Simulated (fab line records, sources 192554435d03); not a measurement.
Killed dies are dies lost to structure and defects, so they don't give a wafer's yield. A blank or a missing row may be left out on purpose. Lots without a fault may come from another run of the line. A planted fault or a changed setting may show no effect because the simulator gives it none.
A struck lot beside a sound one | flow n5_finfet | 15 steps out of a route of 1938
Sound: wafers L473.1, L473.3, L473.6. Struck: wafer L485.4. (L485.2, L485.6 of the same lot were not struck and are left out.) The cause comes at the end.
At each step with rows: each side's tool, then ch and its chambers, then its first start. Under that, the readings that differ: sound wafers | struck wafers | difference of the means | sigmas: that difference in standard deviations of wafers without a fault.
alike: readings whose means differ by less than 2 such deviations, and words and numbers that are the same on both sides. not compared: withheld readings, readings that some wafer has no value for, bounds like >300 that may hide the same value, and numbers for which the record gives no deviation and whose values overlap.
The two part at a step that has a row with sigmas, a row that says differs or no value, or rows on one side only. Numbers that don't overlap but have no deviation are shown without sigmas and don't part them. A reading that every wafer of one side lacks parts them only if that side has two wafers or more.

first, 7 steps without rows for these wafers: N5_BEOL_M6_COAT_60 (time 60 s, resist thk 35 nm); N5_BEOL_M6_COAT_05 (resist thk 90 nm); N5_BEOL_M6_EBR_07; N5_BEOL_M6_SOFTBAKE_06 (time 60 s); N5_BEOL_M6_EXPOSE_08 (exposes mask M6); N5_BEOL_M6_PEB_09 (peb time 60 s); N5_BEOL_M6_DEVELOP_10 (develop time 30 s).
N5_BEOL_M6_CD_MEAS_11: target cd 38.5 nm.
  sound on cd_sem-03 ch 0, day 9 01:18; struck on cd_sem-01 ch 0, day 11 23:38
  alike: cd_nm
N5_BEOL_M6_OVL_MEAS_12:
  sound on overlay-01 ch 0, day 9 01:20; struck on overlay-01 ch 0, day 11 23:40
  alike: M6_OVL
N5_BEOL_M6_INSPECT_13: inspects for defects (brightfield).
  sound on defect_inspect-01, day 9 01:21; struck on defect_inspect-02, day 11 23:41
  alike: raw_defect_count
N5_BEOL_M6_DESCUM_16: chemistry O2, time 7.9 s.
  sound on rie_diel-05 ch 1,2,3, day 9 01:23; struck on rie_diel-04 ch 2, day 11 23:58
  alike: drypump_motor_current_A, oes_product_au, rf_vpp_V, showerhead_plenum_p_Torr, throttle_valve_pct
  not compared: rf_hours_counter_h
N5_BEOL_M6_ETCH_61: etches SiARC in CF4, target depth 45.5 nm, time 75.8 s.
  sound on rie_diel-05 ch 1,2,3, day 9 01:25; struck on rie_diel-04 ch 2, day 11 23:59
  reading    | sound             | struck | difference | sigmas
  bias_w (W) | 35.99 36.18 36.16 | 35.83  | -0.28      | -3
  alike: drypump_motor_current_A, etch_rf_on_time_s, oes_product_au, rf_vpp_V, showerhead_plenum_p_Torr, throttle_valve_pct
  not compared: rf_hours_counter_h
N5_BEOL_M6_ETCH_62: etches SOC in N2/H2, target depth 110 nm, overetch 22 nm, time 165 s.
  sound on rie_diel-05 ch 1,2,3, day 9 01:29; struck on rie_diel-04 ch 2, day 12 00:03
  reading                                    | sound             | struck | difference | sigmas
  bias_w (W)                                 | 150.3 150.0 150.2 | 155.4  | +5.2       | +12
  rf_vpp_V (V)                               | 522.1 527.2 527.2 | 537.7  | +12.2      | +5
  model.SiARC_of_BEOL_M6_COAT_60.thk_nm (nm) | 28 28.2 28.6      | 27.8   | -0.5       |
  alike: drypump_motor_current_A, oes_product_au, showerhead_plenum_p_Torr, throttle_valve_pct
  not compared: rf_hours_counter_h
then, 1 step without rows for these wafers: N5_BEOL_M6_STRIP_68 (strips in N2/H2).
-- the record jumps here: 4 days lie between the struck wafers' starts before and after (it left off in module BEOL_M6 and takes up again in module PASSIVATION, whose first step shown is number 1936 of the route) --
N5_PASSIVATION_PROBE_49:
  the record has rows for the struck wafers here (prober-01, day 15 20:32) and none for the sound ones

WHERE THEY PART
First at N5_BEOL_M6_ETCH_61; last, within this record, at N5_PASSIVATION_PROBE_49.

WHY: what the simulator had put in
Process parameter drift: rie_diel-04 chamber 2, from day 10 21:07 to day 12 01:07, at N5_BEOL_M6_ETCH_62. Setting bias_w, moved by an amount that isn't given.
